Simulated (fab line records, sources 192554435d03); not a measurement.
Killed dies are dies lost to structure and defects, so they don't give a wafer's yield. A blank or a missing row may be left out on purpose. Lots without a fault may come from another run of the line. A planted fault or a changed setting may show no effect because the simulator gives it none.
Chamber matching | flow n5_finfet | N5_FIN_SAQP_ALD_61 on ald_sin-01: 4 sister chambers
The step deposits SiO2, target thk 4 nm, pulse time 1 s, purge time 2 s. 8 wafers are shown with their chamber, then 9 later ones without.

WAFERS WITH THEIR CHAMBER
wafer  | chamber | heater_power_w (W) | susceptor_temp_C (C)
L088.2 | 1       | 452                | 300.22
L090.1 | 1       | 456                | 299.97
L092.1 | 3       | 431                | 299.96
L092.2 | 2       | 531                | 299.76
L092.5 | 0       | 550                | 300.01
L094.1 | 3       | 436                | 299.89
L094.4 | 0       | 549                | 300.10
L094.5 | 2       | 527                | 299.94

WAFERS WITHOUT THEIR CHAMBER
wafer  | heater_power_w (W) | susceptor_temp_C (C)
L095.1 | 459                | 300.19
L095.2 | 539                | 300.18
L095.4 | 517                | 300.12
L096.1 | 469                | 300.24
L096.2 | 531                | 300.18
L096.3 | 537                | 299.66
L097.4 | 541                | 300.08
L097.5 | 426                | 299.96
L097.6 | 537                | 300.22

WHICH CHAMBER EACH WENT THROUGH
wafer  | from the rows above     | in truth
L095.1 | 1                       | 1
L095.2 | can't be placed: 0 or 2 | 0
L095.4 | 2                       | 2
L096.1 | 1                       | 1
L096.2 | 2                       | 2
L096.3 | 2                       | 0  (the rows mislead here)
L097.4 | can't be placed: 0 or 2 | 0
L097.5 | 3                       | 3
L097.6 | can't be placed: 2 or 0 | 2
Placed correctly: 5 of 9. Can't be placed from these rows: 3 (the true chamber is among the candidates in 3). Placed wrongly: 1.
How it was worked out, from the rows above alone: a wafer's distance from a chamber is the root of the sum, over the readings, of the square of ((its reading less the chamber's mean) divided by the reading's scatter). The wafer belongs to the nearest chamber; if the next one is less than 2 further off, it can't be placed. A chamber's mean is the mean of its shown wafers. The scatter: the root of (the sum of the squares of (reading less its chamber's mean) over the shown wafers, divided by (wafers less chambers)).
